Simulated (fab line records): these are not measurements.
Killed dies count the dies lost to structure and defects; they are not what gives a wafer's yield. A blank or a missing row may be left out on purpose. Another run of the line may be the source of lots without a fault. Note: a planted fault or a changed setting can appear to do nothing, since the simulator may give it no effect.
A lot that was struck, set against a sound lot    flow n5_finfet    15 out of 1938 route steps
Sound: the wafers L934.2, L934.3, L934.6. Wafers struck: L942.4, L942.6. At the end, the cause is stated.
Order at every step that has rows: each side's tool, ch and its chambers, its first start. Under that, the readings that differ: sound wafers    struck wafers    difference of the means    sigmas: that difference in standard deviations of wafers without a fault.
alike: a reading whose means differ by less than 2 such deviations, as well as words and numbers matching on both sides. not compared: withheld readings; readings where some wafer has no value; bounds like >300 that might hide an equal value; numbers whose values overlap and for which the record gives no deviation.
A row with sigmas, a row that says differs or no value, or rows on one side alone: a step with any of these is where the two part. When numbers do not overlap yet have no deviation, they are printed without sigmas and do not part them. Lack of a reading on every wafer of one side parts them only where that side has two or more wafers.

first, 8 steps without rows for these wafers: N5_BEOL_M14_COAT_58 (time 60 s, resist thk 89 nm); N5_BEOL_M14_COAT_04 (resist thk 800 nm); N5_BEOL_M14_EBR_06; N5_BEOL_M14_SOFTBAKE_05 (time 60 s); N5_BEOL_M14_EXPOSE_07 (exposes mask V13); N5_BEOL_M14_PEB_08 (peb time 90 s); N5_BEOL_M14_DEVELOP_09 (develop time 45 s); N5_BEOL_M14_HARDBAKE_14 (time 120 s).
N5_BEOL_M14_CD_MEAS_10: target cd 250 nm.
  sound on cd_sem-01 ch 0, day 12 14:22; struck on cd_sem-03 ch 0, day 14 23:35
  alike: cd_nm
N5_BEOL_M14_OVL_MEAS_11:
  sound on overlay-02 ch 0, day 12 14:24; struck on overlay-02 ch 0, day 14 23:37
  alike: V13_OVL
N5_BEOL_M14_INSPECT_12: inspects for defects (macro).
  sound on defect_inspect-02 at day 12 14:25; struck on defect_inspect-02 at day 14 23:38
  alike: raw_defect_count
N5_BEOL_M14_DESCUM_15: chemistry O2, time 7.9 s.
  sound on rie_diel-02 ch 2,3, day 12 14:27; struck on rie_diel-04 ch 1,3, day 14 23:41
  alike: drypump_motor_current_A, oes_product_au, rf_vpp_V, showerhead_plenum_p_Torr, throttle_valve_pct
  not compared: rf_hours_counter_h
N5_BEOL_M14_ETCH_59: etches BARC in N2/H2, target depth 89 nm, overetch 26.7 nm, time 67.9 s.
  sound on rie_diel-02 ch 2,3, day 12 14:29; struck on rie_diel-04 ch 1,3, day 14 23:43
reading                                     sound              struck       difference  sigmas
run_length_s (s)                            91.7 91.5 91.4     85.7 85.8    -5.8        -17
model.coat_of_BEOL_M14_COAT_04.thk_nm (nm)  721.8 716.4 717.4  726.2 722.4  +5.8        
  alike: drypump_motor_current_A, n2_flow_sccm, oes_product_au, rf_vpp_V, showerhead_plenum_p_Torr, throttle_valve_pct
  not compared: rf_hours_counter_h
N5_BEOL_M14_VIA_ETCH_16: etches SiO2 in C4F8/O2/Ar, target depth 1231.3 nm.
  sound on rie_diel-02 ch 2,3, day 12 14:32; struck on rie_diel-04 ch 1,3, day 14 23:46
  alike: drypump_motor_current_A, he_outer_torr, oes_o_777_au, oes_product_au, rf_vpp_V, showerhead_plenum_p_Torr, throttle_valve_pct
N5_PASSIVATION_PROBE_49:
  sound on prober-02 at day 13 17:59; struck on prober-02 at day 15 23:50
reading                  sound        struck  difference  sigmas
sort_bin_5_function (%)  4.7 3.0 3.9  6.0     +2.1        +2
  alike: defect_limited_yield, killed_at_M0_to_M3, killed_at_M4_up, killed_at_contacts, killed_at_front_end, killed_at_other, killed_dies, killed_open, killed_short, sort_bin_4_leakage, sort_bin_6_memory, sort_n_pass, sort_yield_pct

== WHERE THEY PART ==
Earliest at N5_BEOL_M14_ETCH_59; latest, in this record, at N5_PASSIVATION_PROBE_49.

WHY: what the simulator had put in
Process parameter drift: rie_diel-04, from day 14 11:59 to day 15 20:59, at N5_BEOL_M14_ETCH_59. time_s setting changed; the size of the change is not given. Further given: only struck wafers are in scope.
